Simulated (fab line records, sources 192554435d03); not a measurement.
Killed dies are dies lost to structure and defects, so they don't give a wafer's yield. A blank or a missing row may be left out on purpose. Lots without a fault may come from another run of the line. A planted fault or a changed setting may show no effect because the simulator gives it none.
A struck lot beside a sound one | flow n5_finfet | 24 steps out of a route of 1938
Sound: wafers L559.1, L559.2, L559.4. Struck: wafer L555.6. (L555.2, L555.3 of the same lot were not struck and are left out.) The cause comes at the end.
At each step with rows: each side's tool, then ch and its chambers, then its first start. Under that, the readings that differ: sound wafers | struck wafers | difference of the means | sigmas: that difference in standard deviations of wafers without a fault.
alike: readings whose means differ by less than 2 such deviations, and words and numbers that are the same on both sides. not compared: withheld readings, readings that some wafer has no value for, bounds like >300 that may hide the same value, and numbers for which the record gives no deviation and whose values overlap.
The two part at a step that has a row with sigmas, a row that says differs or no value, or rows on one side only. Numbers that don't overlap but have no deviation are shown without sigmas and don't part them. A reading that every wafer of one side lacks parts them only if that side has two wafers or more.

first, 11 steps without rows for these wafers: N5_BEOL_M7_ETCH_62 (etches SOC in N2/H2, target depth 110 nm, overetch 22 nm, time 165 s); N5_BEOL_M7_STRIP_68 (strips in N2/H2); N5_BEOL_M7_STRIP_67 (strips in CF4); N5_BEOL_M7_HM_OPEN_17 (chemistry Cl2/BCl3, target TiN, target depth 20 nm, overetch 6 nm); N5_BEOL_M7_STRIP_19 (strips in O2); N5_BEOL_M7_COAT_63 (time 60 s, resist thk 60 nm); N5_BEOL_M7_COAT_64 (time 60 s, resist thk 12 nm); N5_BEOL_M7_COAT_71 (time 60 s, resist thk 5 nm); N5_BEOL_M7_COAT_22 (resist thk 30 nm); N5_BEOL_M7_EBR_24; N5_BEOL_M7_SOFTBAKE_23 (time 60 s).
N5_BEOL_M7_EXPOSE_25: exposes mask V6, target cd 40 nm.
  sound on euv_scanner-01 ch 0, day 15 01:40; struck on euv_scanner-02 ch 0, day 14 12:16
  alike: mask, stage_msd_nm
then, 2 steps without rows for these wafers: N5_BEOL_M7_PEB_26 (peb time 60 s); N5_BEOL_M7_DEVELOP_27 (develop time 30 s).
N5_BEOL_M7_CD_MEAS_28: target cd 40 nm.
  sound on cd_sem-03 ch 0, day 15 01:48; struck on cd_sem-01 ch 0, day 14 12:24
  reading    | sound             | struck | difference | sigmas
  cd_nm (nm) | 39.84 40.22 39.87 | 38.76  | -1.22      | -5
N5_BEOL_M7_DESCUM_33: chemistry O2, time 7 s.
  sound on rie_diel-04 ch 0,2,3, day 15 01:55; struck on rie_diel-05 ch 2, day 14 12:45
  reading                  | sound             | struck | difference | sigmas
  rf_vpp_V (V)             | 244.5 243.5 245.0 | 242.1  | -2.2       | -2
  model.BEOL_M7.cd_nm (nm) | 40 40 39.8        | 38.6   | -1.3       |
  alike: chamber_pressure_mTorr, drypump_motor_current_A, oes_product_au, rf_fwd_power_W, showerhead_plenum_p_Torr, temp_c, throttle_valve_pct
  not compared: rf_hours_counter_h
then, 5 steps without rows for these wafers: N5_BEOL_M7_ETCH_72 (etches underlayer in N2/H2, target depth 6.5 nm, time 5.2 s); N5_BEOL_M7_ETCH_65 (etches SiARC in CF4, target depth 15.6 nm, time 26 s); N5_BEOL_M7_ETCH_66 (etches SOC in N2/H2, target depth 80 nm, overetch 16 nm, time 120 s); N5_BEOL_M7_STRIP_69 (strips in N2/H2); N5_BEOL_M7_STRIP_73 (strips in N2/H2).
N5_BEOL_M7_VIA_ETCH_34: etches SiCOH lowk in C4F6/O2, target depth 125.5 nm, time 50.5 s.
  sound on rie_diel-04 ch 0,2,3, day 15 02:06; struck on rie_diel-05 ch 2, day 14 12:56
  reading                  | sound          | struck | difference | sigmas
  model.BEOL_M7.cd_nm (nm) | 39.6 39.8 39.8 | 38.6   | -1.1       |
  alike: chamber_pressure_mTorr, drypump_motor_current_A, oes_o_777_au, oes_product_au, rf_fwd_power_W, rf_vpp_V, showerhead_plenum_p_Torr, throttle_valve_pct
  not compared: rf_hours_counter_h
then, 2 steps without rows for these wafers: N5_BEOL_M7_STRIP_76 (strips in C4F6/O2); N5_PASSIVATION_PROBE_49.

WHERE THEY PART
First at N5_BEOL_M7_CD_MEAS_28; last, within this record, at N5_BEOL_M7_DESCUM_33. Later steps at which nothing parts them and some readings are alike: N5_BEOL_M7_VIA_ETCH_34.

WHY: what the simulator had put in
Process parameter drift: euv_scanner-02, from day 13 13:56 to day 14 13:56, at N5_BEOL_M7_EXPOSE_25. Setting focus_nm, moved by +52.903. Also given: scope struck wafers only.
